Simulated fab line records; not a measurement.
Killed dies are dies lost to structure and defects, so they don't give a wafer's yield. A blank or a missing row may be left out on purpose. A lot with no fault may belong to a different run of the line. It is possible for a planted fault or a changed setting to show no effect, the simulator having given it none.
fab line records + flow n5-finfet
record:
- lots: 4
- wafers: 12
- last-day: 19
route steps=1938 shown BEOL_M5@1133 PASSIVATION@1936
lots that met no fault: from a run of the same line without faults
start-h: hours from the record's first day to the start of the lot's first wafer shown + wait-h: time in hours since the lot's previous step + " unchanged from the row above + L1.1+2: several wafers, shown together as one row + - no value, or no start was given + * or withheld: withheld + < > ~ a bound
route shown NAME@n: names a module that has steps shown in the file, with the first one's number in the route + usual: mean/standard deviation of fault-free wafers + same: alike in all rows + chamber/n: place in a boat + sites: each site's reading + _std_site: the values' standard deviation + _edge_site: mean of outer sites minus mean of inner sites + radius-mm: for every site, how far away it sits from the centre of the wafer + mask NAME#n: copy n + behind: the last tool/chamber to shape the wafer + hold: the reason the lot was held/the length of the hold in hours/how it ended + device: the n, p or np transistor that did not switch + end of line: tests of these same wafers at the route's end + a step given without rows: its recipe and nothing more + killed: dies lost to structure and defects at the first sort, not the wafer's yield + map: dies across one wafer; x = killed, . = not, _ = none there
set.NAME: setting as actually run; set.NAME@STEP: the setting as run at that earlier step + model.NAME: the simulator's own value behind a step, which no gauge read
lots at selected steps of the route; one table per step, one row per wafer
services: a tool's chamber out of use, with start hour (start-h, from the record's first day; less than 0 if before it), hours out, and reason
== steps ==
step: N5_BEOL_M5_STRIP_63
recipe:
- chemistry: N2/H2
- temp-c: 40
- n2-flow-sccm: 200
- h2-flow-sccm: 200
- rf-frequency-hz: 6e+07
step: N5_BEOL_M5_STRIP_73
recipe:
- chemistry: N2/H2
- temp-c: 40
- n2-flow-sccm: 200
- h2-flow-sccm: 200
- rf-frequency-hz: 6e+07
step: N5_BEOL_M5_STRIP_64
recipe:
- chemistry: CF4
- resist: SiARC
- power-w: 300
- bias-power-w: 75
- pressure-mtorr: 50
- cf4-flow-sccm: 150
- rf-frequency-hz: 6e+07
step: N5_BEOL_M5_HM_OPEN_17
recipe:
- chemistry: Cl2/BCl3
- target-depth-a: 200
- overetch-a: 60
- target: TiN
- mask-material: SOC
- ion-energy-ev: 150
- pressure-mtorr: 10
- icp-w: 1000
- bias-w: 126
- Cl2_flow_sccm: 53.25
- bcl3-flow-sccm: 21.75
- Ar_flow_sccm: 25
step: N5_BEOL_M5_STRIP_19
recipe:
- chemistry: O2
- power-w: 400
- temp-c: 40
- pressure-mtorr: 30
- rf-frequency-hz: 6e+07
- bias-power-w: 0
- overash-fraction: 0.2
- o2-flow-sccm: 225
step: N5_BEOL_M5_COAT_65
recipe:
- resist: SOC
- temp-c: 250
- time-s: 60
- spin-rpm: 1500
- resist-thk-nm: 60
step: N5_BEOL_M5_COAT_66
recipe:
- resist: SiARC
- temp-c: 220
- time-s: 60
- spin-rpm: 1500
- resist-thk-nm: 12
step: N5_BEOL_M5_COAT_74
recipe:
- resist: underlayer
- temp-c: 205
- time-s: 60
- spin-rpm: 1500
- resist-thk-nm: 5
step: N5_BEOL_M5_COAT_22
recipe:
- resist: CAR-EUV
- spin-rpm: 1500
- resist-thk-nm: 30
step: N5_BEOL_M5_EBR_24
recipe:
- solvent: PGMEA
- ebr-width-mm: 1.5
step: N5_BEOL_M5_SOFTBAKE_23
recipe:
- temp-c: 110
- time-s: 60
- resist: CAR-EUV
step: N5_BEOL_M5_EXPOSE_25
recipe:
- mask-id: V4
- na: 0.33
- source-shape: quasar
- sigma-inner: 0.2
- sigma-outer: 0.6
- polarization: unpolarized
- defocus-nm: 10
- dose-mj: 52.75
usual:
- exposure-dose-mJ-cm2: 52.79/0.27
| lot.wafer | tool           | chamber | start-h | wait-h | mask | exposure-dose-mJ-cm2 |
|-----------|----------------|---------|---------|--------|------|----------------------|
| L498.3    | euv-scanner-02 | 0       | 195.90  | -      | V4#0 | 52.67                |
| L498.4    | "              | 0       | "       | "      | V4#0 | 52.62                |
| L498.5    | "              | 0       | "       | "      | V4#0 | 52.67                |
| L503.1    | euv-scanner-02 | 0       | 222.50  | -      | V4#0 | 50.96                |
| L503.2    | "              | 0       | "       | "      | V4#0 | 50.88                |
| L503.6    | "              | 0       | "       | "      | V4#0 | 50.92                |
| L505.2    | euv-scanner-02 | 0       | 229.47  | -      | V4#0 | 51.32                |
| L505.4    | "              | 0       | "       | "      | V4#0 | 51.18                |
| L505.5    | "              | 0       | "       | "      | V4#0 | 51.33                |
| L515.1    | euv-scanner-01 | 0       | 333.72  | -      | V4#0 | 53.24                |
| L515.2    | "              | 0       | "       | "      | V4#0 | 53.14                |
| L515.4    | "              | 0       | "       | "      | V4#0 | 53.25                |
step: N5_BEOL_M5_PEB_26
recipe:
- peb-temp-c: 100
- peb-time-s: 60
- resist: CAR-EUV
step: N5_BEOL_M5_DEVELOP_27
recipe:
- develop-time-s: 30
- developer: TMAH
- resist: CAR-EUV
- rinse-liquid: surfactant-rinse
- dry: air-spin
- dev-temp-c: 23
step: N5_BEOL_M5_DESCUM_33
recipe:
- chemistry: O2
- time-s: 7
- source-power-w: 50
- bias-power-w: 20
- pressure-mtorr: 20
- rf-frequency-hz: 2.712e+07
- temp-c: 40
- resist: CAR-EUV
- o2-flow-sccm: 225
step: N5_BEOL_M5_ETCH_75
recipe:
- chemistry: N2/H2
- target: underlayer
- target-depth-a: 65
- mask-material: CAR-EUV
- time-s: 5.2
- ion-energy-ev: 200
- pressure-mtorr: 30
- source-w: 840
- bias-w: 150
- n2-flow-sccm: 200
- h2-flow-sccm: 200
- ends: cleared
usual:
- drypump-motor-current-A: 5.9/0.38
- etch-rf-on-time-s: 5.21/0.11
- oes-product-au: 0.67/0.071
- rf-vpp-V: 523.6/2.3
- showerhead-plenum-p-Torr: 2.53/0.069
- throttle-valve-pct: 17.82/0.22
| lot.wafer | tool        | chamber | start-h | wait-h | drypump-motor-current-A | etch-rf-on-time-s | oes-product-au | rf-hours-counter-h | rf-vpp-V | showerhead-plenum-p-Torr | throttle-valve-pct | model.BEOL_M5.cd-nm |
|-----------|-------------|---------|---------|--------|-------------------------|-------------------|----------------|--------------------|----------|--------------------------|--------------------|---------------------|
| L498.3    | rie-diel-04 | 3       | 196.18  | 0.0    | 6.1                     | 5.19              | 0.76           | 48                 | 523.5    | 2.49                     | 17.72              | 27.6                |
| L498.4    | "           | 2       | "       | "      | 6.0                     | 5.26              | 0.60           | 225                | 523.3    | 2.50                     | 17.72              | 27.6                |
| L498.5    | "           | 2       | "       | "      | 6.0                     | 5.26              | 0.59           | -                  | 524.5    | 2.50                     | 17.71              | 27.8                |
| L503.1    | rie-diel-03 | 2       | 222.86  | 0.0    | 5.7                     | 5.33              | 0.58           | 247                | 524.0    | 2.50                     | 18.33              | 27.4                |
| L503.2    | "           | 0       | "       | "      | 5.4                     | 5.16              | 0.62           | 188                | 520.2    | 2.43                     | 18.22              | 27.2                |
| L503.6    | "           | 0       | "       | "      | 5.5                     | 5.12              | 0.62           | -                  | 519.7    | 2.43                     | 18.23              | 27                  |
| L505.2    | rie-diel-02 | 0       | 229.76  | 0.0    | 6.3                     | 5.06              | 0.62           | 199                | 522.8    | 2.51                     | 17.80              | 27.8                |
| L505.4    | "           | 1       | "       | "      | 6.4                     | 5.19              | 0.60           | 200                | 525.1    | 2.52                     | 17.74              | 28                  |
| L505.5    | "           | 3       | "       | "      | 5.5                     | 5.24              | 0.72           | -                  | 527.2    | 2.68                     | 17.60              | 27.8                |
| L515.1    | rie-diel-03 | 3       | 334.52  | 0.0    | 5.6                     | 5.43              | 0.72           | 39                 | 525.3    | 2.60                     | 17.71              | 28.4                |
| L515.2    | "           | 2       | "       | "      | 5.7                     | 5.17              | 0.77           | 19                 | 520.9    | 2.49                     | 17.90              | 28.2                |
| L515.4    | "           | 0       | "       | "      | 5.5                     | 5.20              | 0.59           | -                  | 521.3    | 2.41                     | 18.27              | 28                  |
step: N5_BEOL_M5_ETCH_67
recipe:
- chemistry: CF4
- target: SiARC
- target-depth-a: 156
- mask-material: CAR-EUV
- time-s: 26
- ion-energy-ev: 80
- pressure-mtorr: 40
- source-w: 545
- bias-w: 36
- Ar_flow_sccm: 100
- cf4-flow-sccm: 100
- ends: cleared
step: N5_BEOL_M5_ETCH_68
recipe:
- chemistry: N2/H2
- target: SOC
- target-depth-a: 800
- overetch-a: 160
- mask-material: SiARC
- temp-c: 40
- time-s: 120
- ion-energy-ev: 200
- pressure-mtorr: 30
- source-w: 840
- bias-w: 150
- n2-flow-sccm: 200
- h2-flow-sccm: 200
step: N5_BEOL_M5_STRIP_69
recipe:
- chemistry: N2/H2
- temp-c: 40
- n2-flow-sccm: 200
- h2-flow-sccm: 200
- rf-frequency-hz: 6e+07
step: N5_BEOL_M5_STRIP_76
recipe:
- chemistry: N2/H2
- temp-c: 40
- n2-flow-sccm: 200
- h2-flow-sccm: 200
- rf-frequency-hz: 6e+07
step: N5_BEOL_M5_VIA_ETCH_34
recipe:
- chemistry: C4F6/O2
- target: SiCOH_lowk
- target-depth-a: 883
- mask-material: SOC
- taper-deg: 4
- time-s: 39.2
- ion-energy-ev: 250
- pressure-mtorr: 30
- source-w: 345
- bias-w: 185
- Ar_flow_sccm: 300
- C4F6_flow_sccm: 10
- O2_flow_sccm: 10
usual:
- drypump-motor-current-A: 5.9/0.38
- oes-product-au: 0.79/0.086
- rf-vpp-V: 662/9.7
- showerhead-plenum-p-Torr: 2.83/0.072
- throttle-valve-pct: 20.82/0.2
| lot.wafer | tool        | chamber | start-h | wait-h | drypump-motor-current-A | oes-product-au | rf-hours-counter-h | rf-vpp-V | showerhead-plenum-p-Torr | throttle-valve-pct | model.BEOL_M5.cd-nm |
|-----------|-------------|---------|---------|--------|-------------------------|----------------|--------------------|----------|--------------------------|--------------------|---------------------|
| L498.3    | rie-diel-04 | 3       | 196.32  | 0.0    | 6.1                     | 0.88           | 48                 | 653      | 2.78                     | 20.70              | 27.6                |
| L498.4    | "           | 2       | "       | "      | 6.0                     | 0.70           | 225                | 678      | 2.82                     | 20.76              | 27.4                |
| L498.5    | "           | 2       | "       | "      | 6.0                     | 0.70           | -                  | 678      | 2.82                     | 20.77              | 27.4                |
| L503.1    | rie-diel-03 | 2       | 223.01  | 0.0    | 5.7                     | 0.67           | 247                | 679      | 2.82                     | 21.36              | 27.4                |
| L503.2    | "           | 0       | "       | "      | 5.5                     | 0.73           | 188                | 656      | 2.73                     | 21.20              | 27.4                |
| L503.6    | "           | 0       | "       | "      | 5.5                     | 0.71           | -                  | 656      | 2.73                     | 21.22              | 27.2                |
| L505.2    | rie-diel-02 | 0       | 229.90  | 0.0    | 6.3                     | 0.71           | 199                | 667      | 2.80                     | 20.75              | 28.2                |
| L505.4    | "           | 1       | "       | "      | 6.4                     | 0.71           | 200                | 668      | 2.83                     | 20.74              | 28                  |
| L505.5    | "           | 3       | "       | "      | 5.5                     | 0.85           | -                  | 661      | 3.00                     | 20.66              | 28                  |
| L515.1    | rie-diel-03 | 3       | 334.67  | 0.0    | 5.7                     | 0.85           | 39                 | 656      | 2.89                     | 20.73              | 28.6                |
| L515.2    | "           | 2       | "       | "      | 5.7                     | 0.92           | 19                 | 678      | 2.81                     | 20.99              | 28.2                |
| L515.4    | "           | 0       | "       | "      | 5.5                     | 0.70           | -                  | 655      | 2.71                     | 21.26              | 27.8                |
step: N5_BEOL_M5_STRIP_85
recipe:
- chemistry: C4F6/O2
- resist: SiARC
- rf-frequency-hz: 6e+07
step: N5_PASSIVATION_PROBE_49
usual:
- defect-limited-yield: 91.2/1.4
- killed_at_M0_to_M3: 36/10
- killed_at_M4_up: 13/5.1
- killed-at-contacts: 12/5.4
- killed-at-front-end: 39/11
- killed-at-other: 3.5/2.4
- killed-dies: 104/17
- killed-open: 67/13
- killed-short: 36/8.3
- sort_bin_5_function: 5.2/0.98
- sort_bin_6_memory: 3.3/0.68
- sort_bin_8_speed: 0/0
- sort-n-pass: 1076/17
- sort-yield-pct: 91.2/1.4
same:
- gross-dies: 1180
- killed-at-back-side: 0
- sort_bin_4_leakage[%]: 0
| lot.wafer | tool      | chamber | start-h | wait-h | defect-limited-yield[%] | killed_at_M0_to_M3 | killed_at_M4_up | killed-at-contacts | killed-at-front-end | killed-at-other | killed-dies | killed-open | killed-short | sort_bin_5_function[%] | sort_bin_6_memory[%] | sort_bin_8_speed[%] | sort-n-pass | sort-yield-pct[%] |
|-----------|-----------|---------|---------|--------|-------------------------|--------------------|-----------------|--------------------|---------------------|-----------------|-------------|-------------|--------------|------------------------|----------------------|---------------------|-------------|-------------------|
| L498.3    | prober-02 | -       | 275.34  | 0.1    | 93.3                    | 31                 | 14              | 5                  | 23                  | 6               | 79          | 55          | 22           | 3.4                    | 3.0                  | 0                   | 1101        | 93.3              |
| L498.4    | prober-02 | -       | 275.39  | 0.2    | 92.8                    | 31                 | 10              | 12                 | 29                  | 3               | 85          | 54          | 30           | 4.6                    | 2.2                  | 0                   | 1095        | 92.8              |
| L498.5    | prober-02 | -       | 275.44  | 0.2    | 93.1                    | 31                 | 6               | 16                 | 24                  | 4               | 81          | 47          | 34           | 4.2                    | 2.4                  | 0                   | 1099        | 93.1              |
| L503.1    | prober-01 | -       | 305.21  | 0.0    | 89.4                    | 28                 | 30              | 20                 | 45                  | 2               | 125         | 77          | 37           | 5.8                    | 4.4                  | 0                   | 1055        | 89.4              |
| L503.2    | prober-01 | -       | 305.26  | 0.1    | 92.0                    | 16                 | 20              | 9                  | 45                  | 4               | 94          | 46          | 36           | 4.5                    | 3.2                  | 0                   | 1086        | 92.0              |
| L503.6    | prober-01 | -       | 305.46  | 0.3    | 89.1                    | 25                 | 33              | 7                  | 54                  | 10              | 129         | 54          | 55           | 6.9                    | 3.3                  | 0                   | 1051        | 89.1              |
| L505.2    | prober-01 | -       | 319.65  | 0.1    | 89.9                    | 48                 | 17              | 16                 | 35                  | 3               | 119         | 66          | 44           | 5.4                    | 4.2                  | 0                   | 1061        | 89.9              |
| L505.4    | prober-01 | -       | 319.75  | 0.2    | 89.8                    | 42                 | 21              | 15                 | 39                  | 3               | 120         | 73          | 44           | 6.7                    | 3.2                  | 0                   | 1060        | 89.8              |
| L505.5    | prober-01 | -       | 319.80  | 0.2    | 90.2                    | 43                 | 23              | 15                 | 31                  | 4               | 116         | 77          | 29           | 5.8                    | 3.6                  | 0.08                | 1064        | 90.2              |
| L515.1    | prober-01 | -       | 450.80  | 0.0    | 90.4                    | 50                 | 8               | 11                 | 41                  | 3               | 113         | 71          | 40           | 5.8                    | 3.1                  | 0                   | 1067        | 90.4              |
| L515.2    | prober-01 | -       | 450.85  | 0.1    | 91.8                    | 44                 | 8               | 4                  | 39                  | 2               | 97          | 68          | 21           | 4.2                    | 3.2                  | 0                   | 1083        | 91.8              |
| L515.4    | prober-01 | -       | 450.95  | 0.2    | 92.5                    | 41                 | 10              | 6                  | 31                  | 0               | 88          | 54          | 33           | 4.0                    | 3.2                  | 0                   | 1092        | 92.5              |
killed by level:class
L498.3 BEOL_M2:geometric-particle:open=12 BEOL_M0_SAQP:geometric-particle:short=6 DUMMY_GATE:geometric-particle:open=4 MOL_CONTACT_COAG:geometric-particle:open=4 BEOL_M0_SAQP:geometric-particle:open=4 BEOL_M4:geometric-particle:open=4 PAD_METAL:geometric-particle:open=4 BEOL_M3:geometric-particle:open=3
L498.4 BEOL_M2:geometric-particle:open=9 MOL_CONTACT_COAG:geometric-particle:open=7 FIN_SAQP:geometric-particle:short=6 DUMMY_GATE:geometric-particle:open=6 BEOL_M0_SAQP:geometric-particle:short=6 BEOL_M0_SAQP:geometric-particle:open=6 BEOL_M3:geometric-particle:open=6 MOL_CONTACT_COAG:geometric-particle:short=5
L498.5 MOL_CONTACT_COAG:geometric-particle:open=12 BEOL_M0_SAQP:geometric-particle:short=8 BEOL_M2:geometric-particle:open=7 FIN_SAQP:geometric-particle:short=6 BEOL_M0_SAQP:geometric-particle:open=5 STI_FIN_REVEAL:geometric-particle:open=4 MOL_CONTACT_COAG:geometric-particle:short=4 GATE_CUT:geometric-particle:open=3
L503.1 MOL_CONTACT_COAG:geometric-particle:open=19 FIN_SAQP:geometric-particle:short=18 FIN_SAQP:geometric-particle:open=12 BEOL_M3:geometric-particle:open=12 BEOL_M5:area-expose=11 BEOL_M4:geometric-particle:open=7 BEOL_M0_SAQP:geometric-particle:open=4 BEOL_M0_SAQP:geometric-particle:short=4
L503.2 FIN_SAQP:geometric-particle:short=18 BEOL_M5:area-expose=11 FIN_SAQP:geometric-particle:open=9 MOL_CONTACT_COAG:geometric-particle:open=9 BEOL_M4:geometric-particle:open=6 BEOL_M1:geometric-particle:open=4 BEOL_M3:geometric-particle:open=4 DUMMY_GATE:geometric-particle:open=3
L503.6 BEOL_M5:area-expose=20 FIN_SAQP:geometric-particle:short=18 FIN_SAQP:geometric-particle:open=16 BEOL_M0_SAQP:geometric-particle:short=10 PASS1_CAP:geometric-particle:short=5 MOL_CONTACT_COAG:geometric-particle:open=5 BEOL_M0_SAQP:geometric-particle:open=5 BEOL_M4:geometric-particle:short=4
L505.2 BEOL_M0_SAQP:geometric-particle:short=18 MOL_CONTACT_COAG:geometric-particle:open=13 BEOL_M0_SAQP:geometric-particle:open=12 BEOL_M5:area-expose=8 FIN_SAQP:geometric-particle:open=7 FIN_SAQP:geometric-particle:short=7 DUMMY_GATE:geometric-particle:open=6 BEOL_M3:geometric-particle:open=6
L505.4 FIN_SAQP:geometric-particle:short=16 BEOL_M0_SAQP:geometric-particle:open=16 BEOL_M0_SAQP:geometric-particle:short=12 MOL_CONTACT_COAG:geometric-particle:open=11 FIN_SAQP:geometric-particle:open=8 BEOL_M4:geometric-particle:open=8 STI_FIN_REVEAL:geometric-particle:open=7 BEOL_M3:geometric-particle:open=7
L505.5 BEOL_M0_SAQP:geometric-particle:short=16 BEOL_M0_SAQP:geometric-particle:open=15 MOL_CONTACT_COAG:geometric-particle:open=14 STI_FIN_REVEAL:geometric-particle:open=9 BEOL_M4:geometric-particle:open=9 FIN_SAQP:geometric-particle:open=7 BEOL_M5:area-expose=6 GATE_CUT:geometric-particle:short=4
L515.1 FIN_SAQP:geometric-particle:open=13 BEOL_M2:geometric-particle:open=12 BEOL_M0_SAQP:geometric-particle:short=10 BEOL_M0_SAQP:geometric-particle:open=9 FIN_SAQP:geometric-particle:short=8 MOL_CONTACT_COAG:geometric-particle:open=8 BEOL_M1:geometric-particle:open=6 BEOL_M3:geometric-particle:short=5
L515.2 BEOL_M0_SAQP:geometric-particle:short=12 BEOL_M1:geometric-particle:open=11 HKMG_FIN:area-etch=8 DUMMY_GATE:geometric-particle:open=7 BEOL_M0_SAQP:geometric-particle:open=7 BEOL_M2:geometric-particle:open=7 FIN_SAQP:geometric-particle:open=6 STI_FIN_REVEAL:geometric-particle:open=5
L515.4 BEOL_M1:geometric-particle:open=11 BEOL_M0_SAQP:geometric-particle:short=6 BEOL_M2:geometric-particle:open=6 FIN_SAQP:geometric-particle:open=5 STI_FIN_REVEAL:geometric-particle:open=5 BEOL_M0_SAQP:geometric-particle:open=5 BEOL_M3:geometric-particle:open=5 BEOL_M4:geometric-particle:open=5
== services ==
| tool           | chamber | start-h | hours | kind                          |
|----------------|---------|---------|-------|-------------------------------|
| euv-scanner-01 | -       | 177.65  | 1.0   | pm                            |
| rie-diel-03    | 3       | 185.10  | -     | clean                         |
| rie-diel-03    | 3       | 185.10  | -     | consumable-replace:focus-ring |
| rie-diel-03    | 3       | 185.10  | 14.8  | scheduled-down                |
| rie-diel-03    | 3       | 185.10  | 14.8  | vent-cycle                    |
| euv-scanner-02 | -       | 190.69  | 1.0   | pm                            |
| euv-scanner-01 | -       | 193.78  | 17.4  | repair                        |
| rie-diel-03    | 3       | 204.86  | 4.9   | repair                        |
| rie-diel-03    | 2       | 206.36  | 7.5   | repair                        |
| euv-scanner-02 | -       | 208.74  | 4.9   | repair                        |
| euv-scanner-01 | -       | 219.39  | 4.6   | pm                            |
| euv-scanner-02 | -       | 233.57  | 4.6   | pm                            |
| rie-diel-03    | 2       | 235.29  | -     | clean                         |
| rie-diel-03    | 2       | 235.29  | -     | consumable-replace:focus-ring |
| rie-diel-03    | 2       | 235.29  | 19.3  | scheduled-down                |
| euv-scanner-01 | -       | 238.17  | 1.0   | pm                            |
| euv-scanner-02 | -       | 246.84  | 1.0   | pm                            |
| euv-scanner-02 | -       | 271.73  | 0.3   | repair                        |
| euv-scanner-01 | -       | 289.95  | 1.0   | pm                            |
| rie-diel-04    | -       | 291.47  | 14.6  | pm                            |
| rie-diel-03    | 1       | 298.37  | 98.2  | repair                        |
| euv-scanner-01 | -       | 299.77  | 5.8   | pm                            |
| euv-scanner-02 | -       | 305.55  | 1.0   | pm                            |
| euv-scanner-02 | -       | 317.18  | 0.4   | repair                        |
== key ==
first-sign:
- step: N5_BEOL_M5_EXPOSE_25
- reading: exposure-dose-mJ-cm2
- direction: down
- sigmas: 6.4
- usual: 52.79
- struck: 51.10
effect:
- step: N5_PASSIVATION_PROBE_49
- reading: killed_at_M4_up
- direction: up
- sigmas: 2.1
- usual: 13
- struck: 24
- wafers-moved: 3
model-effect:
- step: N5_BEOL_M5_ETCH_75
- value: BEOL_M5.cd-nm
- without: 28.23
- struck: 27.53
model-effect:
- step: N5_BEOL_M5_VIA_ETCH_34
- value: BEOL_M5.cd-nm
- without: 28.4
- struck: 27.7
met-at N5_BEOL_M5_EXPOSE_25
struck-wafers L503.1,L503.2,L503.6,L505.2,L505.4,L505.5
loop-trim:
- step: N5_BEOL_M5_EXPOSE_25
- setting: dose
- lots: L505
onset-between 195.90 222.50
fault:
- kind: process-parameter-drift
- tool: euv-scanner-02
- chamber: -
- onset-h: 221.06
- steps: N5_BEOL_M5_EXPOSE_25
- channel: dose-mj
- offset: -1.703
- shape: step
- acts-in: these-recipes-only
- stated: 52.75
loop-trim: a control loop set the setting to another value than it would have without faults
